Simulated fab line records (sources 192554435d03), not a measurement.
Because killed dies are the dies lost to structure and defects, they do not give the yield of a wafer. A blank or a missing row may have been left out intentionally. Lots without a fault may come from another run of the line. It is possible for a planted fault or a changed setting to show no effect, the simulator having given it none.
fab line records -- flow n5-finfet
record lots=24, wafers=72, last-day=19
route steps=1938 shown BEOL_M3@992 BEOL_M4@1044
lots untouched by any fault: they come from a run of this same line in which no faults occurred
start-h: hours from the record's opening day to when the first of the lot's shown wafers began -- wait-h: how many hours have passed since the lot's step before this one -- " same as the row above -- L1.1+2: one row covering several wafers at once -- - value missing, or start not given -- * or withheld: withheld -- < > ~ a bound
route shown NAME@n: a module of which the file shows steps, and the number in the route of the first -- usual: the fault-free wafers' mean and standard deviation -- same: alike in all rows -- chamber/n: place in a boat -- sites: each site's reading -- _std_site: their standard deviation -- _edge_site: outer sites' mean less inner sites' -- radius-mm: how far each site lies from the wafer's centre -- mask NAME#n: copy n -- behind: the most recent tool/chamber to have shaped the wafer -- hold: why the lot went on hold/how many hours it stayed there/how the hold came to an end -- device: which transistor (n, p or np) failed to switch -- end of line: tests of these same wafers at the route's end -- where a step has no rows: the recipe by itself -- killed: count of dies lost to structure and defects at first sort (not the wafer's yield) -- map: a wafer's dies, x killed, . not, _ none there
set.NAME: the setting as run; set.NAME@STEP: as run at that earlier step -- model.NAME: the simulator's own value behind a step, which no gauge read
steps of the route over a sample of lots; a table a step, a row a wafer
services: from which hour (start-h, from the record's first day; less than 0 if before it) a tool's chamber was out of use, for how many hours, and why
## steps
# step N5_BEOL_M3_SURFACE_TREAT_85
# recipe gas=Ar, time-s=*, ion-energy-ev=*, ion-current-ma-cm2=0.5, pressure-mtorr=*, ar-flow-sccm=30
# usual throttle-valve-pct=*
lot.wafer,tool,chamber,start-h,wait-h,throttle-valve-pct
L074.2,pvd-sputter-01,-,148.36,0.4,*
L074.3,pvd-sputter-01,-,148.36,0.4,*
L074.5,pvd-sputter-01,-,148.36,0.4,*
L075.3,pvd-sputter-03,-,153.33,0.3,*
L075.5,pvd-sputter-03,-,153.33,0.3,*
L075.6,pvd-sputter-03,-,153.33,0.3,*
L076.2,pvd-sputter-02,-,158.69,0.3,*
L076.4,pvd-sputter-02,-,158.69,0.3,*
L076.5,pvd-sputter-02,-,158.69,0.3,*
L077.2,pvd-sputter-01,-,165.46,0.2,*
L077.4,pvd-sputter-01,-,165.46,0.2,*
L077.5,pvd-sputter-01,-,165.46,0.2,*
L078.1,pvd-sputter-03,-,169.48,0.4,*
L078.3,pvd-sputter-03,-,169.48,0.4,*
L078.5,pvd-sputter-03,-,169.48,0.4,*
L079.3,pvd-sputter-03,-,173.87,0.2,*
L079.4,pvd-sputter-03,-,173.87,0.2,*
L079.6,pvd-sputter-03,-,173.87,0.2,*
L080.1,pvd-sputter-02,-,188.39,0.1,*
L080.3,pvd-sputter-02,-,188.39,0.1,*
L080.4,pvd-sputter-02,-,188.39,0.1,*
L081.1,pvd-sputter-02,-,192.03,0.2,*
L081.2,pvd-sputter-02,-,192.03,0.2,*
L081.5,pvd-sputter-02,-,192.03,0.2,*
L082.1,pvd-sputter-03,-,209.89,0.2,*
L082.3,pvd-sputter-03,-,209.89,0.2,*
L082.4,pvd-sputter-03,-,209.89,0.2,*
L083.1,pvd-sputter-03,-,214.53,0.2,*
L083.3,pvd-sputter-03,-,214.53,0.2,*
L083.6,pvd-sputter-03,-,214.53,0.2,*
L084.1,pvd-sputter-03,-,216.93,0.4,*
L084.3,pvd-sputter-03,-,216.93,0.4,*
L084.4,pvd-sputter-03,-,216.93,0.4,*
L085.3,pvd-sputter-02,-,231.03,0.1,*
L085.4,pvd-sputter-02,-,231.03,0.1,*
L085.6,pvd-sputter-02,-,231.03,0.1,*
L086.1,pvd-sputter-02,-,231.12,0.1,*
L086.2,pvd-sputter-02,-,231.12,0.1,*
L086.6,pvd-sputter-02,-,231.12,0.1,*
L087.3,pvd-sputter-02,-,242.44,0.1,*
L087.5,pvd-sputter-02,-,242.44,0.1,*
L087.6,pvd-sputter-02,-,242.44,0.1,*
L088.1,pvd-sputter-01,-,248.05,0.2,*
L088.3,pvd-sputter-01,-,248.05,0.2,*
L088.5,pvd-sputter-01,-,248.05,0.2,*
L089.3,pvd-sputter-01,-,251.25,0.4,*
L089.5,pvd-sputter-01,-,251.25,0.4,*
L089.6,pvd-sputter-01,-,251.25,0.4,*
L090.1,pvd-sputter-03,-,253.28,0.4,*
L090.2,pvd-sputter-03,-,253.28,0.4,*
L090.4,pvd-sputter-03,-,253.28,0.4,*
L092.1,pvd-sputter-02,-,262.38,0.1,*
L092.2,pvd-sputter-02,-,262.38,0.1,*
L092.6,pvd-sputter-02,-,262.38,0.1,*
L091.1,pvd-sputter-01,-,267.64,0.2,*
L091.2,pvd-sputter-01,-,267.64,0.2,*
L091.4,pvd-sputter-01,-,267.64,0.2,*
L093.1,pvd-sputter-01,-,274.31,0.2,*
L093.3,pvd-sputter-01,-,274.31,0.2,*
L093.6,pvd-sputter-01,-,274.31,0.2,*
L094.1,pvd-sputter-03,-,274.50,0.2,*
L094.3,pvd-sputter-03,-,274.50,0.2,*
L094.4,pvd-sputter-03,-,274.50,0.2,*
L095.1,pvd-sputter-02,-,280.48,0.1,*
L095.2,pvd-sputter-02,-,280.48,0.1,*
L095.5,pvd-sputter-02,-,280.48,0.1,*
L096.1,pvd-sputter-02,-,306.87,0.2,*
L096.5,pvd-sputter-02,-,306.87,0.2,*
L096.6,pvd-sputter-02,-,306.87,0.2,*
L097.2,pvd-sputter-01,-,309.94,0.2,*
L097.5,pvd-sputter-01,-,309.94,0.2,*
L097.6,pvd-sputter-01,-,309.94,0.2,*
# step N5_BEOL_M3_SPUTTER_81
# recipe material=Cu, target-thk-a=45, temp-c=-20, chamber-pressure-pa=0.07, power-w=withheld, time-s=8.29
# usual throttle-valve-pct=29.6/0.96
lot.wafer,tool,chamber,start-h,wait-h,throttle-valve-pct
L074.2,pvd-sputter-02,-,150.48,0.1,27.9
L074.3,pvd-sputter-02,-,150.48,0.1,30.0
L074.5,pvd-sputter-02,-,150.48,0.1,29.8
L075.3,pvd-sputter-01,-,154.11,0.1,29.8
L075.5,pvd-sputter-01,-,154.11,0.1,30.0
L075.6,pvd-sputter-01,-,154.11,0.1,29.7
L076.2,pvd-sputter-02,-,159.35,0.1,28.9
L076.4,pvd-sputter-02,-,159.35,0.1,30.0
L076.5,pvd-sputter-02,-,159.35,0.1,29.8
L077.2,pvd-sputter-03,-,166.14,0.1,29.3
L077.4,pvd-sputter-03,-,166.14,0.1,29.7
L077.5,pvd-sputter-03,-,166.14,0.1,32.0
L078.1,pvd-sputter-02,-,170.47,0.1,29.8
L078.3,pvd-sputter-02,-,170.47,0.1,27.9
L078.5,pvd-sputter-02,-,170.47,0.1,27.7
L079.3,pvd-sputter-03,-,176.41,0.1,29.6
L079.4,pvd-sputter-03,-,176.41,0.1,29.4
L079.6,pvd-sputter-03,-,176.41,0.1,29.9
L080.1,pvd-sputter-03,-,189.13,0.1,31.7
L080.3,pvd-sputter-03,-,189.13,0.1,29.6
L080.4,pvd-sputter-03,-,189.13,0.1,29.5
L081.1,pvd-sputter-02,-,192.69,0.1,30.0
L081.2,pvd-sputter-02,-,192.69,0.1,29.9
L081.5,pvd-sputter-02,-,192.69,0.1,30.0
L082.1,pvd-sputter-03,-,212.57,0.1,29.5
L082.3,pvd-sputter-03,-,212.57,0.1,29.4
L082.4,pvd-sputter-03,-,212.57,0.1,31.6
L083.1,pvd-sputter-02,-,215.40,0.1,29.8
L083.3,pvd-sputter-02,-,215.40,0.1,28.8
L083.6,pvd-sputter-02,-,215.40,0.1,29.6
L084.1,pvd-sputter-03,-,217.61,0.1,29.7
L084.3,pvd-sputter-03,-,217.61,0.1,32.1
L084.4,pvd-sputter-03,-,217.61,0.1,29.9
L085.3,pvd-sputter-03,-,231.78,0.1,29.5
L085.4,pvd-sputter-03,-,231.78,0.1,29.6
L085.6,pvd-sputter-03,-,231.78,0.1,29.4
L086.1,pvd-sputter-01,-,241.71,0.1,29.4
L086.2,pvd-sputter-01,-,241.71,0.1,30.4
L086.6,pvd-sputter-01,-,241.71,0.1,30.2
L087.3,pvd-sputter-02,-,243.10,0.1,30.0
L087.5,pvd-sputter-02,-,243.10,0.1,29.8
L087.6,pvd-sputter-02,-,243.10,0.1,28.0
L088.1,pvd-sputter-01,-,248.73,0.1,28.8
L088.3,pvd-sputter-01,-,248.73,0.1,29.6
L088.5,pvd-sputter-01,-,248.73,0.1,30.5
L089.3,pvd-sputter-02,-,252.02,0.1,29.8
L089.5,pvd-sputter-02,-,252.02,0.1,29.7
L089.6,pvd-sputter-02,-,252.02,0.1,28.4
L090.1,pvd-sputter-01,-,254.01,0.1,29.8
L090.2,pvd-sputter-01,-,254.01,0.1,28.5
L090.4,pvd-sputter-01,-,254.01,0.1,29.6
L092.1,pvd-sputter-01,-,263.08,0.1,28.4
L092.2,pvd-sputter-01,-,263.08,0.1,30.1
L092.6,pvd-sputter-01,-,263.08,0.1,30.4
L091.1,pvd-sputter-01,-,268.44,0.1,28.6
L091.2,pvd-sputter-01,-,268.44,0.1,29.6
L091.4,pvd-sputter-01,-,268.44,0.1,29.8
L093.1,pvd-sputter-03,-,275.06,0.1,29.3
L093.3,pvd-sputter-03,-,275.06,0.1,30.0
L093.6,pvd-sputter-03,-,275.06,0.1,29.4
L094.1,pvd-sputter-03,-,276.90,0.1,29.6
L094.3,pvd-sputter-03,-,276.90,0.1,29.6
L094.4,pvd-sputter-03,-,276.90,0.1,31.7
L095.1,pvd-sputter-02,-,281.38,0.1,30.1
L095.2,pvd-sputter-02,-,281.38,0.1,28.0
L095.5,pvd-sputter-02,-,281.38,0.1,29.7
L096.1,pvd-sputter-03,-,307.63,0.1,29.7
L096.5,pvd-sputter-03,-,307.63,0.1,32.1
L096.6,pvd-sputter-03,-,307.63,0.1,29.6
L097.2,pvd-sputter-03,-,310.60,0.1,29.6
L097.5,pvd-sputter-03,-,310.60,0.1,29.9
L097.6,pvd-sputter-03,-,310.60,0.1,29.2
# step N5_BEOL_M3_SPUTTER_92
# recipe material=Cu, target-thk-a=45, temp-c=-20, chamber-pressure-pa=0.07, power-w=withheld, time-s=8.29
# usual throttle-valve-pct=29.6/1
lot.wafer,tool,chamber,start-h,wait-h,throttle-valve-pct
L074.2,pvd-sputter-02,-,151.36,0.1,27.9
L074.3,pvd-sputter-02,-,151.36,0.1,29.9
L074.5,pvd-sputter-02,-,151.36,0.1,29.8
L075.3,pvd-sputter-01,-,154.99,0.1,30.0
L075.5,pvd-sputter-01,-,154.99,0.1,30.1
L075.6,pvd-sputter-01,-,154.99,0.1,29.6
L076.2,pvd-sputter-02,-,160.23,0.1,28.5
L076.4,pvd-sputter-02,-,160.23,0.1,30.0
L076.5,pvd-sputter-02,-,160.23,0.1,29.9
L077.2,pvd-sputter-03,-,167.02,0.1,29.6
L077.4,pvd-sputter-03,-,167.02,0.1,29.9
L077.5,pvd-sputter-03,-,167.02,0.1,31.7
L078.1,pvd-sputter-02,-,171.35,0.1,30.0
L078.3,pvd-sputter-02,-,171.35,0.1,27.5
L078.5,pvd-sputter-02,-,171.35,0.1,27.8
L079.3,pvd-sputter-03,-,177.29,0.1,29.7
L079.4,pvd-sputter-03,-,177.29,0.1,29.7
L079.6,pvd-sputter-03,-,177.29,0.1,29.7
L080.1,pvd-sputter-03,-,190.01,0.1,32.0
L080.3,pvd-sputter-03,-,190.01,0.1,29.3
L080.4,pvd-sputter-03,-,190.01,0.1,29.2
L081.1,pvd-sputter-02,-,193.57,0.1,29.9
L081.2,pvd-sputter-02,-,193.57,0.1,30.1
L081.5,pvd-sputter-02,-,193.57,0.1,29.8
L082.1,pvd-sputter-03,-,213.45,0.1,29.1
L082.3,pvd-sputter-03,-,213.45,0.1,29.5
L082.4,pvd-sputter-03,-,213.45,0.1,31.7
L083.1,pvd-sputter-02,-,217.33,0.1,29.9
L083.3,pvd-sputter-02,-,217.33,0.1,28.7
L083.6,pvd-sputter-02,-,217.33,0.1,29.6
L084.1,pvd-sputter-03,-,218.49,0.1,29.9
L084.3,pvd-sputter-03,-,218.49,0.1,31.9
L084.4,pvd-sputter-03,-,218.49,0.1,29.4
L085.3,pvd-sputter-03,-,232.66,0.1,29.5
L085.4,pvd-sputter-03,-,232.66,0.1,29.8
L085.6,pvd-sputter-03,-,232.66,0.1,29.2
L086.1,pvd-sputter-01,-,242.59,0.1,29.4
L086.2,pvd-sputter-01,-,242.59,0.1,30.1
L086.6,pvd-sputter-01,-,242.59,0.1,29.9
L087.3,pvd-sputter-02,-,243.98,0.1,30.0
L087.5,pvd-sputter-02,-,243.98,0.1,29.6
L087.6,pvd-sputter-02,-,243.98,0.1,27.8
L088.1,pvd-sputter-01,-,249.61,0.1,28.5
L088.3,pvd-sputter-01,-,249.61,0.1,29.8
L088.5,pvd-sputter-01,-,249.61,0.1,30.0
L089.3,pvd-sputter-02,-,252.90,0.1,29.8
L089.5,pvd-sputter-02,-,252.90,0.1,29.8
L089.6,pvd-sputter-02,-,252.90,0.1,28.7
L090.1,pvd-sputter-01,-,254.89,0.1,29.9
L090.2,pvd-sputter-01,-,254.89,0.1,28.7
L090.4,pvd-sputter-01,-,254.89,0.1,29.5
L092.1,pvd-sputter-01,-,263.96,0.1,28.6
L092.2,pvd-sputter-01,-,263.96,0.1,30.2
L092.6,pvd-sputter-01,-,263.96,0.1,30.0
L091.1,pvd-sputter-01,-,269.32,0.1,28.5
L091.2,pvd-sputter-01,-,269.32,0.1,29.9
L091.4,pvd-sputter-01,-,269.32,0.1,29.7
L093.1,pvd-sputter-03,-,275.94,0.1,29.5
L093.3,pvd-sputter-03,-,275.94,0.1,29.7
L093.6,pvd-sputter-03,-,275.94,0.1,29.5
L094.1,pvd-sputter-03,-,277.78,0.1,29.4
L094.3,pvd-sputter-03,-,277.78,0.1,29.6
L094.4,pvd-sputter-03,-,277.78,0.1,32.0
L095.1,pvd-sputter-02,-,282.26,0.1,30.0
L095.2,pvd-sputter-02,-,282.26,0.1,27.5
L095.5,pvd-sputter-02,-,282.26,0.1,29.8
L096.1,pvd-sputter-03,-,308.51,0.1,29.7
L096.5,pvd-sputter-03,-,308.51,0.1,32.2
L096.6,pvd-sputter-03,-,308.51,0.1,29.6
L097.2,pvd-sputter-03,-,311.48,0.1,29.4
L097.5,pvd-sputter-03,-,311.48,0.1,29.8
L097.6,pvd-sputter-03,-,311.48,0.1,29.4
# step N5_BEOL_M3_ANNEAL_95
# recipe temp-c=400, time-s=240, ambient=vacuum
# usual heater-power-w=846/94
lot.wafer,tool,chamber,start-h,wait-h,heater-power-w
L074.2,pvd-sputter-02,-,151.66,0.0,886
L074.3,pvd-sputter-02,-,151.66,0.0,878
L074.5,pvd-sputter-02,-,151.66,0.0,848
L075.3,pvd-sputter-01,-,155.29,0.0,932
L075.5,pvd-sputter-01,-,155.29,0.0,772
L075.6,pvd-sputter-01,-,155.29,0.0,951
L076.2,pvd-sputter-02,-,160.53,0.0,758
L076.4,pvd-sputter-02,-,160.53,0.0,851
L076.5,pvd-sputter-02,-,160.53,0.0,851
L077.2,pvd-sputter-03,-,167.32,0.0,915
L077.4,pvd-sputter-03,-,167.32,0.0,983
L077.5,pvd-sputter-03,-,167.32,0.0,982
L078.1,pvd-sputter-02,-,171.65,0.0,863
L078.3,pvd-sputter-02,-,171.65,0.0,898
L078.5,pvd-sputter-02,-,171.65,0.0,885
L079.3,pvd-sputter-03,-,177.59,0.0,873
L079.4,pvd-sputter-03,-,177.59,0.0,938
L079.6,pvd-sputter-03,-,177.59,0.0,675
L080.1,pvd-sputter-03,-,190.31,0.0,982
L080.3,pvd-sputter-03,-,190.31,0.0,894
L080.4,pvd-sputter-03,-,190.31,0.0,949
L081.1,pvd-sputter-02,-,193.87,0.0,885
L081.2,pvd-sputter-02,-,193.87,0.0,858
L081.5,pvd-sputter-02,-,193.87,0.0,882
L082.1,pvd-sputter-03,-,213.75,0.0,895
L082.3,pvd-sputter-03,-,213.75,0.0,972
L082.4,pvd-sputter-03,-,213.75,0.0,956
L083.1,pvd-sputter-02,-,217.67,0.0,863
L083.3,pvd-sputter-02,-,217.67,0.0,769
L083.6,pvd-sputter-02,-,217.67,0.0,848
L084.1,pvd-sputter-03,-,218.79,0.0,698
L084.3,pvd-sputter-03,-,218.79,0.0,983
L084.4,pvd-sputter-03,-,218.79,0.0,941
L085.3,pvd-sputter-03,-,232.96,0.0,964
L085.4,pvd-sputter-03,-,232.96,0.0,690
L085.6,pvd-sputter-03,-,232.96,0.0,881
L086.1,pvd-sputter-01,-,242.89,0.0,932
L086.2,pvd-sputter-01,-,242.89,0.0,756
L086.6,pvd-sputter-01,-,242.89,0.0,772
L087.3,pvd-sputter-02,-,244.28,0.0,858
L087.5,pvd-sputter-02,-,244.28,0.0,855
L087.6,pvd-sputter-02,-,244.28,0.0,902
L088.1,pvd-sputter-01,-,249.91,0.0,721
L088.3,pvd-sputter-01,-,249.91,0.0,925
L088.5,pvd-sputter-01,-,249.91,0.0,760
L089.3,pvd-sputter-02,-,253.20,0.0,836
L089.5,pvd-sputter-02,-,253.20,0.0,842
L089.6,pvd-sputter-02,-,253.20,0.0,777
L090.1,pvd-sputter-01,-,255.19,0.0,787
L090.2,pvd-sputter-01,-,255.19,0.0,713
L090.4,pvd-sputter-01,-,255.19,0.0,924
L092.1,pvd-sputter-01,-,264.26,0.0,733
L092.2,pvd-sputter-01,-,264.26,0.0,743
L092.6,pvd-sputter-01,-,264.26,0.0,751
L091.1,pvd-sputter-01,-,269.62,0.0,719
L091.2,pvd-sputter-01,-,269.62,0.0,797
L091.4,pvd-sputter-01,-,269.62,0.0,942
L093.1,pvd-sputter-03,-,276.24,0.0,910
L093.3,pvd-sputter-03,-,276.24,0.0,668
L093.6,pvd-sputter-03,-,276.24,0.0,902
L094.1,pvd-sputter-03,-,278.08,0.0,904
L094.3,pvd-sputter-03,-,278.08,0.0,940
L094.4,pvd-sputter-03,-,278.08,0.0,979
L095.1,pvd-sputter-02,-,282.56,0.0,869
L095.2,pvd-sputter-02,-,282.56,0.0,858
L095.5,pvd-sputter-02,-,282.56,0.0,821
L096.1,pvd-sputter-03,-,308.81,0.0,707
L096.5,pvd-sputter-03,-,308.81,0.0,975
L096.6,pvd-sputter-03,-,308.81,0.0,962
L097.2,pvd-sputter-03,-,311.78,0.0,962
L097.5,pvd-sputter-03,-,311.78,0.0,698
L097.6,pvd-sputter-03,-,311.78,0.0,884
# step N5_BEOL_M3_SPUTTER_96
# recipe material=Cu, target-thk-a=45, temp-c=-20, chamber-pressure-pa=0.07, power-w=withheld, time-s=8.29
# usual throttle-valve-pct=29.7/0.97
lot.wafer,tool,chamber,start-h,wait-h,throttle-valve-pct
L074.2,pvd-sputter-02,-,151.80,0.1,27.8
L074.3,pvd-sputter-02,-,151.80,0.1,29.8
L074.5,pvd-sputter-02,-,151.80,0.1,30.0
L075.3,pvd-sputter-01,-,155.43,0.1,29.5
L075.5,pvd-sputter-01,-,155.43,0.1,30.5
L075.6,pvd-sputter-01,-,155.43,0.1,30.0
L076.2,pvd-sputter-02,-,160.67,0.1,28.8
L076.4,pvd-sputter-02,-,160.67,0.1,30.0
L076.5,pvd-sputter-02,-,160.67,0.1,29.8
L077.2,pvd-sputter-03,-,167.46,0.1,29.1
L077.4,pvd-sputter-03,-,167.46,0.1,29.6
L077.5,pvd-sputter-03,-,167.46,0.1,32.0
L078.1,pvd-sputter-02,-,171.79,0.1,29.8
L078.3,pvd-sputter-02,-,171.79,0.1,27.6
L078.5,pvd-sputter-02,-,171.79,0.1,28.0
L079.3,pvd-sputter-03,-,177.73,0.1,29.7
L079.4,pvd-sputter-03,-,177.73,0.1,29.4
L079.6,pvd-sputter-03,-,177.73,0.1,30.0
L080.1,pvd-sputter-03,-,190.45,0.1,32.0
L080.3,pvd-sputter-03,-,190.45,0.1,29.6
L080.4,pvd-sputter-03,-,190.45,0.1,29.3
L081.1,pvd-sputter-02,-,194.01,0.1,29.7
L081.2,pvd-sputter-02,-,194.01,0.1,29.6
L081.5,pvd-sputter-02,-,194.01,0.1,29.8
L082.1,pvd-sputter-03,-,213.89,0.1,29.6
L082.3,pvd-sputter-03,-,213.89,0.1,29.6
L082.4,pvd-sputter-03,-,213.89,0.1,32.1
L083.1,pvd-sputter-02,-,217.83,0.1,29.9
L083.3,pvd-sputter-02,-,217.83,0.1,28.7
L083.6,pvd-sputter-02,-,217.83,0.1,29.8
L084.1,pvd-sputter-03,-,220.03,1.2,29.8
L084.3,pvd-sputter-03,-,220.03,1.2,32.1
L084.4,pvd-sputter-03,-,220.03,1.2,29.4
L085.3,pvd-sputter-03,-,233.10,0.1,29.7
L085.4,pvd-sputter-03,-,233.10,0.1,29.9
L085.6,pvd-sputter-03,-,233.10,0.1,29.1
L086.1,pvd-sputter-01,-,243.03,0.1,29.4
L086.2,pvd-sputter-01,-,243.03,0.1,30.4
L086.6,pvd-sputter-01,-,243.03,0.1,30.0
L087.3,pvd-sputter-02,-,244.42,0.1,29.9
L087.5,pvd-sputter-02,-,244.42,0.1,29.8
L087.6,pvd-sputter-02,-,244.42,0.1,28.0
L088.1,pvd-sputter-01,-,250.05,0.1,28.7
L088.3,pvd-sputter-01,-,250.05,0.1,29.3
L088.5,pvd-sputter-01,-,250.05,0.1,30.6
L089.3,pvd-sputter-02,-,253.34,0.1,29.9
L089.5,pvd-sputter-02,-,253.34,0.1,30.0
L089.6,pvd-sputter-02,-,253.34,0.1,28.8
L090.1,pvd-sputter-01,-,255.33,0.1,29.9
L090.2,pvd-sputter-01,-,255.33,0.1,28.9
L090.4,pvd-sputter-01,-,255.33,0.1,29.5
L092.1,pvd-sputter-01,-,264.40,0.1,28.4
L092.2,pvd-sputter-01,-,264.40,0.1,30.4
L092.6,pvd-sputter-01,-,264.40,0.1,30.0
L091.1,pvd-sputter-01,-,269.76,0.1,28.6
L091.2,pvd-sputter-01,-,269.76,0.1,30.1
L091.4,pvd-sputter-01,-,269.76,0.1,29.5
L093.1,pvd-sputter-03,-,276.38,0.1,29.3
L093.3,pvd-sputter-03,-,276.38,0.1,29.9
L093.6,pvd-sputter-03,-,276.38,0.1,29.6
L094.1,pvd-sputter-03,-,278.22,0.1,29.3
L094.3,pvd-sputter-03,-,278.22,0.1,29.6
L094.4,pvd-sputter-03,-,278.22,0.1,32.0
L095.1,pvd-sputter-02,-,282.70,0.1,29.7
L095.2,pvd-sputter-02,-,282.70,0.1,28.0
L095.5,pvd-sputter-02,-,282.70,0.1,29.9
L096.1,pvd-sputter-03,-,308.95,0.1,30.0
L096.5,pvd-sputter-03,-,308.95,0.1,31.9
L096.6,pvd-sputter-03,-,308.95,0.1,29.2
L097.2,pvd-sputter-03,-,311.92,0.1,29.8
L097.5,pvd-sputter-03,-,311.92,0.1,29.9
L097.6,pvd-sputter-03,-,311.92,0.1,29.3
# step N5_BEOL_M4_HM_OPEN_17
# recipe chemistry=Cl2/BCl3, target-depth-a=200, overetch-a=60, target=TiN, mask-material=SOC, ion-energy-ev=150, pressure-mtorr=10, icp-w=1000, bias-w=126, Cl2_flow_sccm=53.25, bcl3-flow-sccm=21.75, Ar_flow_sccm=25
# usual drypump-motor-current-A=5.8/0.37, oes-product-au=0.67/0.088, throttle-valve-pct=22.13/0.28
lot.wafer,tool,chamber,start-h,wait-h,drypump-motor-current-A,oes-product-au,rf-hours-counter-h,throttle-valve-pct
L074.2,rie-metal-01,0,154.11,0.0,6.0,0.59,68,21.96
L074.3,rie-metal-01,1,154.11,0.0,5.4,0.67,-,22.56
L074.5,rie-metal-01,0,154.11,0.0,5.9,0.60,-,21.97
L075.3,rie-metal-03,0,158.11,0.1,6.3,0.67,-,22.27
L075.5,rie-metal-03,0,158.11,0.1,6.3,0.68,-,22.26
L075.6,rie-metal-03,0,158.11,0.1,6.3,0.68,-,22.25
L076.2,rie-metal-03,1,163.72,0.0,5.4,0.85,0,21.69
L076.4,rie-metal-03,0,163.72,0.0,6.3,0.68,-,22.27
L076.5,rie-metal-03,1,163.72,0.0,5.4,0.85,-,21.65
L077.2,rie-metal-03,0,170.21,0.0,6.3,0.66,41,22.26
L077.4,rie-metal-03,0,170.21,0.0,6.3,0.66,-,22.30
L077.5,rie-metal-03,0,170.21,0.0,6.3,0.67,-,22.28
L078.1,rie-metal-02,0,174.68,0.0,5.3,0.52,128,22.20
L078.3,rie-metal-02,1,174.68,0.0,5.9,0.62,-,22.33
L078.5,rie-metal-02,0,174.68,0.0,5.3,0.52,-,22.20
L079.3,rie-metal-02,0,180.93,0.1,5.3,0.53,-,22.20
L079.4,rie-metal-02,1,180.93,0.1,5.9,0.63,-,22.33
L079.6,rie-metal-02,1,180.93,0.1,5.9,0.62,-,22.32
L080.1,rie-metal-03,1,192.59,0.0,5.5,0.81,3,21.69
L080.3,rie-metal-03,1,192.59,0.0,5.5,0.81,-,21.67
L080.4,rie-metal-03,0,192.59,0.0,6.3,0.65,-,22.29
L081.1,rie-metal-02,0,199.97,0.0,5.3,0.52,130,22.20
L081.2,rie-metal-02,1,199.97,0.0,5.9,0.62,69,22.34
L081.5,rie-metal-02,0,199.97,0.0,5.3,0.51,-,22.21
L082.1,rie-metal-02,1,216.69,0.0,5.9,0.62,70,22.35
L082.3,rie-metal-02,1,216.69,0.0,5.9,0.61,-,22.34
L082.4,rie-metal-02,0,216.69,0.0,5.3,0.53,-,22.18
L083.1,rie-metal-03,0,221.63,0.0,6.3,0.64,45,22.29
L083.3,rie-metal-03,1,221.63,0.0,5.4,0.79,-,21.68
L083.6,rie-metal-03,1,221.63,0.0,5.5,0.79,-,21.69
L084.1,rie-metal-02,1,223.29,0.0,5.9,0.63,72,22.32
L084.3,rie-metal-02,1,223.29,0.0,5.9,0.62,-,22.34
L084.4,rie-metal-02,1,223.29,0.0,5.9,0.62,-,22.34
L085.3,rie-metal-03,1,235.20,0.1,5.4,0.78,-,21.68
L085.4,rie-metal-03,0,235.20,0.1,6.2,0.64,-,22.28
L085.6,rie-metal-03,1,235.20,0.1,5.4,0.78,-,21.70
L086.1,rie-metal-02,1,245.86,0.0,5.9,0.60,75,22.38
L086.2,rie-metal-02,0,245.86,0.0,5.3,0.83,1,21.97
L086.6,rie-metal-02,1,245.86,0.0,5.9,0.60,-,22.35
L087.3,rie-metal-03,0,248.73,0.1,6.2,0.65,-,22.27
L087.5,rie-metal-03,0,248.73,0.1,6.2,0.65,-,22.29
L087.6,rie-metal-03,1,248.73,0.1,5.4,0.78,-,21.70
L088.1,rie-metal-03,0,253.45,0.0,6.3,0.64,49,22.31
L088.3,rie-metal-03,1,253.45,0.0,5.4,0.78,-,21.70
L088.5,rie-metal-03,1,253.45,0.0,5.4,0.77,-,21.71
L089.3,rie-metal-01,0,257.07,0.1,5.9,0.59,-,21.98
L089.5,rie-metal-01,0,257.07,0.1,6.0,0.59,-,21.99
L089.6,rie-metal-01,1,257.07,0.1,5.4,0.65,-,22.61
L090.1,rie-metal-03,0,257.44,0.0,6.3,0.64,49,22.30
L090.2,rie-metal-03,1,257.44,0.0,5.5,0.77,9,21.70
L090.4,rie-metal-03,0,257.44,0.0,6.3,0.64,-,22.29
L092.1,rie-metal-02,0,267.86,0.0,5.3,0.81,2,21.96
L092.2,rie-metal-02,1,267.86,0.0,5.9,0.61,77,22.34
L092.6,rie-metal-02,1,267.86,0.0,5.9,0.61,-,22.35
L091.1,rie-metal-03,0,274.47,0.0,6.2,0.65,51,22.28
L091.2,rie-metal-03,1,274.47,0.0,5.5,0.76,11,21.69
L091.4,rie-metal-03,0,274.47,0.0,6.3,0.65,-,22.29
L093.1,rie-metal-03,1,279.74,0.0,5.5,0.76,11,21.71
L093.3,rie-metal-03,1,279.74,0.0,5.4,0.75,-,21.70
L093.6,rie-metal-03,1,279.74,0.0,5.4,0.76,-,21.72
L094.1,rie-metal-01,1,281.53,0.0,5.5,0.64,44,22.59
L094.3,rie-metal-01,1,281.53,0.0,5.4,0.64,-,22.60
L094.4,rie-metal-01,0,281.53,0.0,6.0,0.59,-,21.99
L095.1,rie-metal-03,1,285.34,0.0,5.4,0.76,12,21.70
L095.2,rie-metal-03,0,285.34,0.0,6.3,0.64,52,22.30
L095.5,rie-metal-03,1,285.34,0.0,5.4,0.76,-,21.71
L096.1,rie-metal-01,1,311.67,0.0,5.5,0.64,47,22.59
L096.5,rie-metal-01,0,311.67,0.0,6.0,0.59,-,21.99
L096.6,rie-metal-01,1,311.67,0.0,5.5,0.64,-,22.62
L097.2,rie-metal-02,0,314.53,0.0,5.3,0.79,5,21.99
L097.5,rie-metal-02,1,314.53,0.0,5.9,0.60,-,22.36
L097.6,rie-metal-02,0,314.53,0.0,5.3,0.79,-,21.96
## services
tool,chamber,start-h,hours,kind
rie-metal-03,1,139.03,-,clean
rie-metal-03,1,139.03,20.9,scheduled-down
rie-metal-03,1,139.03,20.9,vent-cycle
rie-metal-02,-,142.27,2.2,repair
pvd-sputter-02,-,174.26,5.0,repair
rie-metal-01,-,176.48,14.6,pm
rie-metal-02,0,217.34,-,clean
rie-metal-02,0,217.34,20.8,scheduled-down
rie-metal-02,0,217.34,20.8,vent-cycle
rie-metal-03,-,265.67,0.1,repair
rie-metal-02,-,291.07,2.8,pm
## key
fault none
